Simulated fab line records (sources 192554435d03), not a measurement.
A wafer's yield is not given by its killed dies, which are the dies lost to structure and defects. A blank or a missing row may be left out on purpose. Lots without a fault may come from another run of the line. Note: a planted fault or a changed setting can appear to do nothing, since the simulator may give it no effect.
Which tool did it? || flow n5Finfet || 24 wafers from 8 lots sampled at 7 of the route's 1938 steps

WHAT THE GAUGES READ, wafer by wafer
N5_SD_EPI_N_INSPECT_26: inspects for defects (darkfield). Usual: rawDefectCount 201, standard deviation 42.
{"lot": "L834", "measured": "day 3 08:41", "on": "defectInspect-01", "rawDefectCount": "246 198 216", "flag": ""}
{"lot": "L836", "measured": "day 3 18:39", "on": "defectInspect-02", "rawDefectCount": "205 264 163", "flag": ""}
{"lot": "L841", "measured": "day 5 02:06", "on": "defectInspect-02", "rawDefectCount": "188 239 198", "flag": ""}
{"lot": "L846", "measured": "day 6 09:55", "on": "defectInspect-02", "rawDefectCount": "1139 277 1175", "flag": "OFF"}
{"lot": "L847", "measured": "day 6 11:44", "on": "defectInspect-01", "rawDefectCount": "1086 181 142", "flag": "OFF"}
{"lot": "L850", "measured": "day 7 09:50", "on": "defectInspect-02", "rawDefectCount": "148 143 213", "flag": ""}
{"lot": "L855", "measured": "day 8 19:36", "on": "defectInspect-02", "rawDefectCount": "220 194 210", "flag": ""}
{"lot": "L856", "measured": "day 8 19:23", "on": "defectInspect-02", "rawDefectCount": "171 199 200", "flag": ""}

N5_SD_EPI_P_OVL_MEAS_10. Usual: for SD_P_BLK_OVL the level is 0.3 nm and the standard deviation is 0.63.
{"lot": "L834", "measured": "day 3 08:59", "on": "overlay-01", "SD_P_BLK_OVL (nm)": "0.2 0.0 0.5", "flag": ""}
{"lot": "L836", "measured": "day 3 19:05", "on": "overlay-01", "SD_P_BLK_OVL (nm)": "0.8 0.7 1.0", "flag": ""}
{"lot": "L841", "measured": "day 5 02:32", "on": "overlay-02", "SD_P_BLK_OVL (nm)": "-0.2 -0.7 -0.4", "flag": ""}
{"lot": "L846", "measured": "day 6 10:13", "on": "overlay-02", "SD_P_BLK_OVL (nm)": "0.1 0.0 -0.6", "flag": ""}
{"lot": "L847", "measured": "day 6 12:02", "on": "overlay-02", "SD_P_BLK_OVL (nm)": "0.9 1.4 1.3", "flag": ""}
{"lot": "L850", "measured": "day 7 10:08", "on": "overlay-02", "SD_P_BLK_OVL (nm)": "0.2 0.6 0.6", "flag": ""}
{"lot": "L855", "measured": "day 8 20:02", "on": "overlay-02", "SD_P_BLK_OVL (nm)": "0.1 0.0 0.7", "flag": ""}
{"lot": "L856", "measured": "day 8 19:49", "on": "overlay-02", "SD_P_BLK_OVL (nm)": "1.0 -0.3 -0.5", "flag": ""}

N5_SD_EPI_P_INSPECT_11: inspects for defects (macro). Usual: rawDefectCount 2.1, standard deviation 1.5.
{"lot": "L834", "measured": "day 3 09:01", "on": "defectInspect-02", "rawDefectCount": "6 2 2", "flag": ""}
{"lot": "L836", "measured": "day 3 19:06", "on": "defectInspect-01", "rawDefectCount": "1 2 3", "flag": ""}
{"lot": "L841", "measured": "day 5 02:33", "on": "defectInspect-02", "rawDefectCount": "1 0 1", "flag": ""}
{"lot": "L846", "measured": "day 6 10:14", "on": "defectInspect-02", "rawDefectCount": ">300 1 >300", "flag": ""}
{"lot": "L847", "measured": "day 6 12:04", "on": "defectInspect-02", "rawDefectCount": ">300 0 5", "flag": ""}
{"lot": "L850", "measured": "day 7 10:10", "on": "defectInspect-01", "rawDefectCount": "3 1 3", "flag": ""}
{"lot": "L855", "measured": "day 8 20:04", "on": "defectInspect-01", "rawDefectCount": "4 3 0", "flag": ""}
{"lot": "L856", "measured": "day 8 19:50", "on": "defectInspect-01", "rawDefectCount": "3 1 2", "flag": ""}

N5_BEOL_M4_RC_MEAS_101. Usual: DIBL_N 35.3 mV/V, standard deviation 1.5; DIBL_P 35.3 mV/V, standard deviation 1.9; IOFF_N 0.145 nA/um, standard deviation 0.027; IOFF_P 0.20 nA/um, standard deviation 0.033; ION_N 670 uA/um, standard deviation 12; ION_P 462 uA/um, standard deviation 6.8; SS_N 71.3 mV/dec, standard deviation 0.6; SS_P 73.1 mV/dec, standard deviation 0.7; VT_N 251 mV, standard deviation 3.4; VT_P -251 mV, standard deviation 3.2.
{"lot": "L834", "measured": "day 8 14:43", "on": "prober-02", "DIBL_N (mV/V)": "35.3 33.1 35.4", "DIBL_P (mV/V)": "35.0 32.6 35.4", "IOFF_N (nA/um)": "0.147 0.115 0.157", "IOFF_P (nA/um)": "0.18 0.16 0.20", "ION_N (uA/um)": "670 664 679", "ION_P (uA/um)": "456 458 466", "SS_N (mV/dec)": "71.7 70.6 70.9", "SS_P (mV/dec)": "72.2 72.7 72.6", "VT_N (mV)": "248 254 248", "VT_P (mV)": "-254 -252 -247", "flag": ""}
{"lot": "L836", "measured": "day 9 00:02", "on": "prober-02", "DIBL_N (mV/V)": "33.6 36.0 35.5", "DIBL_P (mV/V)": "35.7 38.2 37.7", "IOFF_N (nA/um)": "0.140 0.180 0.182", "IOFF_P (nA/um)": "0.19 0.24 0.22", "ION_N (uA/um)": "675 683 686", "ION_P (uA/um)": "461 466 462", "SS_N (mV/dec)": "70.7 71.5 71.5", "SS_P (mV/dec)": "74.2 73.6 74.4", "VT_N (mV)": "247 245 246", "VT_P (mV)": "-252 -249 -248", "flag": ""}
{"lot": "L841", "measured": "day 10 06:46", "on": "prober-01", "DIBL_N (mV/V)": "34.0 35.1 34.4", "DIBL_P (mV/V)": "34.3 34.7 34.0", "IOFF_N (nA/um)": "0.135 0.151 0.135", "IOFF_P (nA/um)": "0.19 0.20 0.19", "ION_N (uA/um)": "681 682 681", "ION_P (uA/um)": "471 466 467", "SS_N (mV/dec)": "70.8 70.5 70.9", "SS_P (mV/dec)": "72.8 72.7 71.7", "VT_N (mV)": "251 246 252", "VT_P (mV)": "-250 -248 -250", "flag": ""}
{"lot": "L846", "measured": "day 11 13:35", "on": "prober-02", "DIBL_N (mV/V)": "38.1 34.4 34.9", "DIBL_P (mV/V)": "38.5 35.4 35.4", "IOFF_N (nA/um)": "0.190 0.132 0.134", "IOFF_P (nA/um)": "0.24 0.20 0.20", "ION_N (uA/um)": "674 662 651", "ION_P (uA/um)": "465 463 452", "SS_N (mV/dec)": "71.6 70.5 72.0", "SS_P (mV/dec)": "74.1 73.4 72.8", "VT_N (mV)": "246 251 250", "VT_P (mV)": "-246 -251 -250", "flag": ""}
{"lot": "L847", "measured": "day 11 22:42", "on": "prober-02", "DIBL_N (mV/V)": "35.4 33.1 32.8", "DIBL_P (mV/V)": "36.4 33.2 33.1", "IOFF_N (nA/um)": "0.139 0.101 0.107", "IOFF_P (nA/um)": "0.19 0.15 0.15", "ION_N (uA/um)": "662 649 663", "ION_P (uA/um)": "460 449 449", "SS_N (mV/dec)": "71.7 71.2 71.0", "SS_P (mV/dec)": "73.9 72.4 72.7", "VT_N (mV)": "252 256 256", "VT_P (mV)": "-250 -253 -255", "flag": ""}
{"lot": "L850", "measured": "day 12 13:41", "on": "prober-01", "DIBL_N (mV/V)": "33.4 37.6 37.0", "DIBL_P (mV/V)": "31.0 36.8 36.0", "IOFF_N (nA/um)": "0.119 0.200 0.192", "IOFF_P (nA/um)": "0.16 0.24 0.23", "ION_N (uA/um)": "656 695 694", "ION_P (uA/um)": "459 468 466", "SS_N (mV/dec)": "70.7 72.2 71.7", "SS_P (mV/dec)": "72.1 73.1 73.6", "VT_N (mV)": "255 247 245", "VT_P (mV)": "-252 -248 -247", "flag": ""}
{"lot": "L855", "measured": "day 13 16:16", "on": "prober-01", "DIBL_N (mV/V)": "36.1 36.3 35.4", "DIBL_P (mV/V)": "34.9 35.3 35.1", "IOFF_N (nA/um)": "0.148 0.159 0.150", "IOFF_P (nA/um)": "0.18 0.19 0.19", "ION_N (uA/um)": "668 676 662", "ION_P (uA/um)": "454 462 461", "SS_N (mV/dec)": "71.4 71.4 71.5", "SS_P (mV/dec)": "73.0 73.0 73.4", "VT_N (mV)": "251 248 247", "VT_P (mV)": "-255 -253 -252", "flag": ""}
{"lot": "L856", "measured": "day 13 19:15", "on": "prober-02", "DIBL_N (mV/V)": "36.9 35.1 37.1", "DIBL_P (mV/V)": "37.1 34.1 36.7", "IOFF_N (nA/um)": "0.151 0.120 0.148", "IOFF_P (nA/um)": "0.21 0.18 0.22", "ION_N (uA/um)": "667 663 658", "ION_P (uA/um)": "460 465 456", "SS_N (mV/dec)": "71.1 71.8 71.5", "SS_P (mV/dec)": "73.5 72.4 73.8", "VT_N (mV)": "248 254 250", "VT_P (mV)": "-249 -250 -248", "flag": ""}

WHICH TOOL RAN EACH LOT (tool, then ch and the chambers of the sampled wafers, then the start)
{"lot": "L834", "N5_SD_EPI_N_ETCH_34": "rieDiel-03 ch 0,1, day 3 04:23", "N5_SD_EPI_N_ETCH_45": "rieDiel-03 ch 0,1, day 3 04:52", "N5_SD_EPI_P_DESCUM_14": "rieDiel-02 ch 0,1, day 3 09:03"}
{"lot": "L836", "N5_SD_EPI_N_ETCH_34": "rieDiel-03 ch 1,3, day 3 14:44", "N5_SD_EPI_N_ETCH_45": "rieDiel-03 ch 1,3, day 3 15:13", "N5_SD_EPI_P_DESCUM_14": "rieDiel-06 ch 0,1,3, day 3 19:08"}
{"lot": "L841", "N5_SD_EPI_N_ETCH_34": "rieDiel-04 ch 0,2, day 4 19:08", "N5_SD_EPI_N_ETCH_45": "rieDiel-04 ch 0,2, day 4 19:37", "N5_SD_EPI_P_DESCUM_14": "rieDiel-01 ch 0,1,3, day 5 02:35"}
{"lot": "L846", "N5_SD_EPI_N_ETCH_34": "rieDiel-03 ch 1,3, day 6 05:02", "N5_SD_EPI_N_ETCH_45": "rieDiel-03 ch 1,3, day 6 05:31", "N5_SD_EPI_P_DESCUM_14": "rieDiel-01 ch 1,2,3, day 6 10:16"}
{"lot": "L847", "N5_SD_EPI_N_ETCH_34": "rieDiel-03 ch 0,3, day 6 07:05", "N5_SD_EPI_N_ETCH_45": "rieDiel-03 ch 0,3, day 6 07:34", "N5_SD_EPI_P_DESCUM_14": "rieDiel-02 ch 2,3, day 6 12:09"}
{"lot": "L850", "N5_SD_EPI_N_ETCH_34": "rieDiel-05 ch 0,1, day 7 05:55", "N5_SD_EPI_N_ETCH_45": "rieDiel-05 ch 0,1, day 7 06:24", "N5_SD_EPI_P_DESCUM_14": "rieDiel-01 ch 1,3, day 7 10:11"}
{"lot": "L855", "N5_SD_EPI_N_ETCH_34": "rieDiel-04 ch 0,1,3, day 8 11:13", "N5_SD_EPI_N_ETCH_45": "rieDiel-04 ch 0,1,3, day 8 11:42", "N5_SD_EPI_P_DESCUM_14": "rieDiel-02 ch 0,1,3, day 8 20:05"}
{"lot": "L856", "N5_SD_EPI_N_ETCH_34": "rieDiel-04 ch 0,1,2, day 8 13:22", "N5_SD_EPI_N_ETCH_45": "rieDiel-04 ch 0,1,2, day 8 13:51", "N5_SD_EPI_P_DESCUM_14": "rieDiel-01 ch 0,2,3, day 8 19:52"}
- N5_SD_EPI_N_ETCH_34: etches SiARC in CF4, target depth 45.5 nm, time 75.8 s.
- N5_SD_EPI_N_ETCH_45: etches SiOCN in CH3F/O2, target depth 6 nm.
- N5_SD_EPI_P_DESCUM_14: chemistry O2, time 7.9 s.

AS READ BY THE TOOLS THEMSELVES (means over the sampled wafers that have a number; for cases with no such wafer, the mark the record gives instead)
N5_SD_EPI_N_ETCH_34. Usual: drypumpMotorCurrentA 5.7 A, standard deviation 0.54; etchRfOnTimeS 75.4 s, standard deviation 1.8; oesProductAu 0.69 a.u., standard deviation 0.081; rfVppV 184.0 V, standard deviation 1.4; showerheadPlenumPTorr 2.14 Torr, standard deviation 0.091; throttleValvePct 15.62 %, standard deviation 0.23.
{"lot": "L834", "tool": "rieDiel-03", "drypumpMotorCurrentA (A)": 6.0, "etchRfOnTimeS (s)": 74.0, "oesProductAu (a.u.)": 0.67, "rfVppV (V)": 184.4, "showerheadPlenumPTorr (Torr)": 2.18, "throttleValvePct (%)": 15.82, "flag": ""}
{"lot": "L836", "tool": "rieDiel-03", "drypumpMotorCurrentA (A)": 5.8, "etchRfOnTimeS (s)": 78.3, "oesProductAu (a.u.)": 0.63, "rfVppV (V)": 182.9, "showerheadPlenumPTorr (Torr)": 2.07, "throttleValvePct (%)": 15.75, "flag": ""}
{"lot": "L841", "tool": "rieDiel-04", "drypumpMotorCurrentA (A)": 6.0, "etchRfOnTimeS (s)": 77.5, "oesProductAu (a.u.)": 0.63, "rfVppV (V)": 184.1, "showerheadPlenumPTorr (Torr)": 2.18, "throttleValvePct (%)": 15.48, "flag": ""}
{"lot": "L846", "tool": "rieDiel-03", "drypumpMotorCurrentA (A)": 5.8, "etchRfOnTimeS (s)": 77.8, "oesProductAu (a.u.)": 0.62, "rfVppV (V)": 182.8, "showerheadPlenumPTorr (Torr)": 2.06, "throttleValvePct (%)": 15.80, "flag": ""}
{"lot": "L847", "tool": "rieDiel-03", "drypumpMotorCurrentA (A)": 5.4, "etchRfOnTimeS (s)": 76.2, "oesProductAu (a.u.)": 0.69, "rfVppV (V)": 182.9, "showerheadPlenumPTorr (Torr)": 2.06, "throttleValvePct (%)": 15.61, "flag": ""}
{"lot": "L850", "tool": "rieDiel-05", "drypumpMotorCurrentA (A)": 5.6, "etchRfOnTimeS (s)": 75.0, "oesProductAu (a.u.)": 0.70, "rfVppV (V)": 183.7, "showerheadPlenumPTorr (Torr)": 2.09, "throttleValvePct (%)": 15.65, "flag": ""}
{"lot": "L855", "tool": "rieDiel-04", "drypumpMotorCurrentA (A)": 6.2, "etchRfOnTimeS (s)": 73.5, "oesProductAu (a.u.)": 0.77, "rfVppV (V)": 185.2, "showerheadPlenumPTorr (Torr)": 2.26, "throttleValvePct (%)": 15.43, "flag": ""}
{"lot": "L856", "tool": "rieDiel-04", "drypumpMotorCurrentA (A)": 6.1, "etchRfOnTimeS (s)": 76.4, "oesProductAu (a.u.)": 0.67, "rfVppV (V)": 185.0, "showerheadPlenumPTorr (Torr)": 2.21, "throttleValvePct (%)": 15.46, "flag": ""}

N5_SD_EPI_N_ETCH_45. Usual: drypumpMotorCurrentA 5.7 A, standard deviation 0.54; oesProductAu 0.80 a.u., standard deviation 0.093; rfVppV 127.4 V, standard deviation 1.3; showerheadPlenumPTorr 1.99 Torr, standard deviation 0.089; throttleValvePct 23.33 %, standard deviation 0.26.
{"lot": "L834", "tool": "rieDiel-03", "drypumpMotorCurrentA (A)": 6.0, "oesProductAu (a.u.)": 0.78, "rfVppV (V)": 127.1, "showerheadPlenumPTorr (Torr)": 2.02, "throttleValvePct (%)": 23.57, "flag": ""}
{"lot": "L836", "tool": "rieDiel-03", "drypumpMotorCurrentA (A)": 5.8, "oesProductAu (a.u.)": 0.74, "rfVppV (V)": 126.8, "showerheadPlenumPTorr (Torr)": 1.92, "throttleValvePct (%)": 23.51, "flag": ""}
{"lot": "L841", "tool": "rieDiel-04", "drypumpMotorCurrentA (A)": 6.0, "oesProductAu (a.u.)": 0.75, "rfVppV (V)": 126.8, "showerheadPlenumPTorr (Torr)": 2.03, "throttleValvePct (%)": 23.17, "flag": ""}
{"lot": "L846", "tool": "rieDiel-03", "drypumpMotorCurrentA (A)": 5.8, "oesProductAu (a.u.)": 0.72, "rfVppV (V)": 125.9, "showerheadPlenumPTorr (Torr)": 1.91, "throttleValvePct (%)": 23.54, "flag": ""}
{"lot": "L847", "tool": "rieDiel-03", "drypumpMotorCurrentA (A)": 5.4, "oesProductAu (a.u.)": 0.82, "rfVppV (V)": 127.2, "showerheadPlenumPTorr (Torr)": 1.91, "throttleValvePct (%)": 23.38, "flag": ""}
{"lot": "L850", "tool": "rieDiel-05", "drypumpMotorCurrentA (A)": 5.7, "oesProductAu (a.u.)": 0.82, "rfVppV (V)": 127.5, "showerheadPlenumPTorr (Torr)": 1.93, "throttleValvePct (%)": 23.33, "flag": ""}
{"lot": "L855", "tool": "rieDiel-04", "drypumpMotorCurrentA (A)": 6.2, "oesProductAu (a.u.)": 0.89, "rfVppV (V)": 128.2, "showerheadPlenumPTorr (Torr)": 2.11, "throttleValvePct (%)": 23.14, "flag": ""}
{"lot": "L856", "tool": "rieDiel-04", "drypumpMotorCurrentA (A)": 6.1, "oesProductAu (a.u.)": 0.79, "rfVppV (V)": 127.8, "showerheadPlenumPTorr (Torr)": 2.06, "throttleValvePct (%)": 23.10, "flag": ""}

N5_SD_EPI_P_DESCUM_14. Usual: drypumpMotorCurrentA 5.8 A, standard deviation 0.42; oesProductAu 0.78 a.u., standard deviation 0.074; rfVppV 243.1 V, standard deviation 1.2; showerheadPlenumPTorr 2.08 Torr, standard deviation 0.056; tempC 39.99 C, standard deviation 0.12; throttleValvePct 20.46 %, standard deviation 0.27.
{"lot": "L834", "tool": "rieDiel-02", "drypumpMotorCurrentA (A)": 5.3, "oesProductAu (a.u.)": 0.89, "rfVppV (V)": 242.7, "showerheadPlenumPTorr (Torr)": 2.05, "tempC (C)": 39.97, "throttleValvePct (%)": 20.44, "flag": ""}
{"lot": "L836", "tool": "rieDiel-06", "drypumpMotorCurrentA (A)": 5.4, "oesProductAu (a.u.)": 0.74, "rfVppV (V)": 243.3, "showerheadPlenumPTorr (Torr)": 2.12, "tempC (C)": 40.00, "throttleValvePct (%)": 20.53, "flag": ""}
{"lot": "L841", "tool": "rieDiel-01", "drypumpMotorCurrentA (A)": 6.0, "oesProductAu (a.u.)": 0.75, "rfVppV (V)": 241.9, "showerheadPlenumPTorr (Torr)": 2.03, "tempC (C)": 40.12, "throttleValvePct (%)": 20.30, "flag": ""}
{"lot": "L846", "tool": "rieDiel-01", "drypumpMotorCurrentA (A)": 5.8, "oesProductAu (a.u.)": 0.78, "rfVppV (V)": 242.7, "showerheadPlenumPTorr (Torr)": 2.05, "tempC (C)": 39.93, "throttleValvePct (%)": 20.36, "flag": ""}
{"lot": "L847", "tool": "rieDiel-02", "drypumpMotorCurrentA (A)": 6.1, "oesProductAu (a.u.)": 0.78, "rfVppV (V)": 243.6, "showerheadPlenumPTorr (Torr)": 2.15, "tempC (C)": 40.06, "throttleValvePct (%)": 20.48, "flag": ""}
{"lot": "L850", "tool": "rieDiel-01", "drypumpMotorCurrentA (A)": 6.0, "oesProductAu (a.u.)": 0.76, "rfVppV (V)": 242.0, "showerheadPlenumPTorr (Torr)": 2.01, "tempC (C)": 39.98, "throttleValvePct (%)": 20.33, "flag": ""}
{"lot": "L855", "tool": "rieDiel-02", "drypumpMotorCurrentA (A)": 5.7, "oesProductAu (a.u.)": 0.80, "rfVppV (V)": 243.6, "showerheadPlenumPTorr (Torr)": 2.06, "tempC (C)": 40.09, "throttleValvePct (%)": 20.52, "flag": ""}
{"lot": "L856", "tool": "rieDiel-01", "drypumpMotorCurrentA (A)": 6.1, "oesProductAu (a.u.)": 0.84, "rfVppV (V)": 241.7, "showerheadPlenumPTorr (Torr)": 2.06, "tempC (C)": 40.03, "throttleValvePct (%)": 20.36, "flag": ""}

THE ANSWER, worked out from the rows above alone
Rule: a lot is off if the mean of its wafers that have a number lies more than 3 standard deviations from the usual mean. Also off: a lot with no number at a reading for which 4 or more lots have one. Any other lot the step has rows for is counted as sound. First the gauges in route order, then the tools' own readings, where a lot's mean is used as printed above. The first step at which some lot is off is used, and at that step the reading that is off furthest; a lot without a number counts as furthest.
Off: L846, L847 (N5_SD_EPI_N_INSPECT_26, rawDefectCount).
A tool fits if, at a process step before that reading, it ran every lot that is off, and no sound lot after the first of them. The gauges at N5_SD_EPI_N_INSPECT_26 are tried like those tools. One fits: N5_SD_EPI_N_ETCH_34 and N5_SD_EPI_N_ETCH_45 on rieDiel-03. At N5_SD_EPI_N_ETCH_34 its last sound lot is L836 (day 3 14:44), its first lot that is off L846 (day 6 05:02): a fault that began between those two fits.

WHAT HAD BEEN PUT IN BY THE SIMULATOR
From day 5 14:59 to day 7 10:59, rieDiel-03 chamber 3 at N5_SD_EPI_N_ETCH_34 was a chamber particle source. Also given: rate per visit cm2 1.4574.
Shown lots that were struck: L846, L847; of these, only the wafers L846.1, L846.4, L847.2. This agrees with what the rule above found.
